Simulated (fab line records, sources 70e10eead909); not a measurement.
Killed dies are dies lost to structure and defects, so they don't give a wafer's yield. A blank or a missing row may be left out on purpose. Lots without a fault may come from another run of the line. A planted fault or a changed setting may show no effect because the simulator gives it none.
Problem report in the 8D (eight disciplines) form, filled by code | flow nand_harc | the parts of the form that need people (team, actions taken, sign-off) are left out

1. THE PROBLEM
thk_nm at NHARC_A_ONON_D2_THK_MEAS_02 reads a mean of 1457 nm on 3 wafers of 3 lots; wafers without a fault read 1004 nm with a standard deviation of 9.2. That is +49 standard deviations from the usual mean.
The step: measures by ellipsometry.
First seen on wafer L197.2, day 16 09:04, on film_metro-02. The record holds 40 wafers of 14 lots with a number at this step. Rule for "out", or "out of limits": more than 4 standard deviations from the usual mean. The other wafers with a number count as sound.

2. WHAT IT IS AND WHAT IT IS NOT
question                    | is                           | is not
which readings at this step | thk_nm                       | -
which lots                  | L197, L198, L201             | L189, L190, L192, L202, L203, L206, L207, L208, L209, L211, L212
which wafers of those lots  | L197.2, L198.2, L201.1       | L197.4, L198.6, L201.4, L201.5
read on which gauges        | film_metro-01, film_metro-02 | -
when                        | from day 16 09:04            | up to then (10 sound wafers); but 27 sound wafers of L198, L201, L202, L203, L206, L207, L208, L209, L211, L212 came after

3. SUSPECTS, AND WHAT RULES EACH OUT
Counting: a tool at a process step up to the reading stays a suspect if it ran every lot that is out. Sound lots after the first of them don't rule it out here, since some wafers of a struck lot are sound.
- the gauge at NHARC_A_ONON_D2_THK_MEAS_02: ruled out. The wafers that are out were read on 2 gauges (film_metro-01, film_metro-02).
- pecvd_onon-03 at NHARC_A_ONON_D2_DEP_00 (target thk 1000 nm): kept. It ran every lot that is out, first L197 (day 16 08:37); its last sound lot up to then is L190 (day 12 18:40).
Left after counting: pecvd_onon-03 at NHARC_A_ONON_D2_DEP_00.

4. THE CAUSE (what the simulator had put in)
Process parameter drift: pecvd_onon-03, from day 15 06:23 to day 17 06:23, at NHARC_A_ONON_D2_DEP_00. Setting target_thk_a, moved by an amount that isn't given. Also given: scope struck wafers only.
Counting left only this tool.

5. THE CHAIN OF EFFECTS, in route order
Each row: a reading whose mean over the struck wafers that have a number lies more than 3 standard deviations from the usual. Only readings for which the record gives a usual standard deviation are gone through. hours: the time from each lot's start at the first step in this table that gives one to its start at this step, as a median over the lots. sigmas: the change in usual standard deviations.
hours | step                        | reading | usual   | on struck wafers | change | sigmas
0     | NHARC_A_ONON_D2_THK_MEAS_02 | thk_nm  | 1004 nm | 1457             | +453   | +49

6. WHAT WOULD HAVE CAUGHT IT SOONER
In this record the first reading out of limits at a measuring or inspecting step was taken at day 16 09:04, 27 hours after the fault began at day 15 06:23.
Of the lots that are out (3), L198, L201 began NHARC_A_ONON_D2_DEP_00 on pecvd_onon-03 after day 16 09:04. A hold on the tool at that time would have spared those 2.
